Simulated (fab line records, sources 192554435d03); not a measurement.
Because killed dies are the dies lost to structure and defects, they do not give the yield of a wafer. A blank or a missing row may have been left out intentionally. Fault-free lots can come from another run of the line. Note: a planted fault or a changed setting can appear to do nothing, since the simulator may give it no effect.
Matching of chambers / flow n5_finfet / N5_FIN_SAQP_MANDREL_ETCH_58 on rie_si-03 has 4 sister chambers
The step etches a-Si in HBr/Cl2, stops on SiNx, target depth 45 nm, bt time 10 s, time 27 s. 8 wafers are shown with their chamber, then 10 later ones without.

== WAFERS, EACH WITH ITS CHAMBER ==
wafer=L081.3; chamber=3; drypump_motor_current_A (A)=5.2; oes_product_au (a.u.)=0.680
wafer=L081.5; chamber=0; drypump_motor_current_A (A)=5.4; oes_product_au (a.u.)=0.714
wafer=L082.4; chamber=2; drypump_motor_current_A (A)=6.3; oes_product_au (a.u.)=0.715
wafer=L086.2; chamber=2; drypump_motor_current_A (A)=6.3; oes_product_au (a.u.)=0.705
wafer=L086.5; chamber=0; drypump_motor_current_A (A)=5.4; oes_product_au (a.u.)=0.707
wafer=L086.6; chamber=1; drypump_motor_current_A (A)=5.3; oes_product_au (a.u.)=0.712
wafer=L094.2; chamber=3; drypump_motor_current_A (A)=5.3; oes_product_au (a.u.)=0.686
wafer=L094.3; chamber=1; drypump_motor_current_A (A)=5.3; oes_product_au (a.u.)=0.706

== WAFERS MISSING THEIR CHAMBER ==
wafer=L094.5; drypump_motor_current_A (A)=5.2; oes_product_au (a.u.)=0.676
wafer=L095.1; drypump_motor_current_A (A)=5.3; oes_product_au (a.u.)=0.718
wafer=L095.2; drypump_motor_current_A (A)=5.3; oes_product_au (a.u.)=0.683
wafer=L095.4; drypump_motor_current_A (A)=5.4; oes_product_au (a.u.)=0.715
wafer=L096.4; drypump_motor_current_A (A)=6.3; oes_product_au (a.u.)=0.709
wafer=L096.5; drypump_motor_current_A (A)=5.3; oes_product_au (a.u.)=0.722
wafer=L096.6; drypump_motor_current_A (A)=5.4; oes_product_au (a.u.)=0.712
wafer=L097.2; drypump_motor_current_A (A)=5.3; oes_product_au (a.u.)=0.678
wafer=L097.4; drypump_motor_current_A (A)=6.3; oes_product_au (a.u.)=0.730
wafer=L097.5; drypump_motor_current_A (A)=6.3; oes_product_au (a.u.)=0.714

== WHICH CHAMBER EACH WENT THROUGH ==
wafer=L094.5; from the rows above=3; in truth=3
wafer=L095.1; from the rows above=can't be placed: 1 or 0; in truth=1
wafer=L095.2; from the rows above=3; in truth=3
wafer=L095.4; from the rows above=0; in truth=0
wafer=L096.4; from the rows above=2; in truth=2
wafer=L096.5; from the rows above=can't be placed: 1 or 0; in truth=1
wafer=L096.6; from the rows above=0; in truth=0
wafer=L097.2; from the rows above=3; in truth=3
wafer=L097.4; from the rows above=2; in truth=2
wafer=L097.5; from the rows above=2; in truth=2
Correctly placed: 8 of 10. Not placeable from these rows: 2 (in 2, the candidates include the true chamber). Number placed wrongly: 0.
How it was worked out, from the rows above alone: a wafer's distance from a chamber is the root of the sum, over the readings, of the square of ((its reading less the chamber's mean) divided by the reading's scatter). If the next closest chamber is less than 2 further off than the closest, the wafer can't be placed; otherwise it belongs to the closest. The mean given for a chamber averages the wafers shown for that chamber. The scatter is the square root of a quotient: the sum, over the shown wafers, of each reading's squared deviation from its chamber's mean, divided by wafers minus chambers.
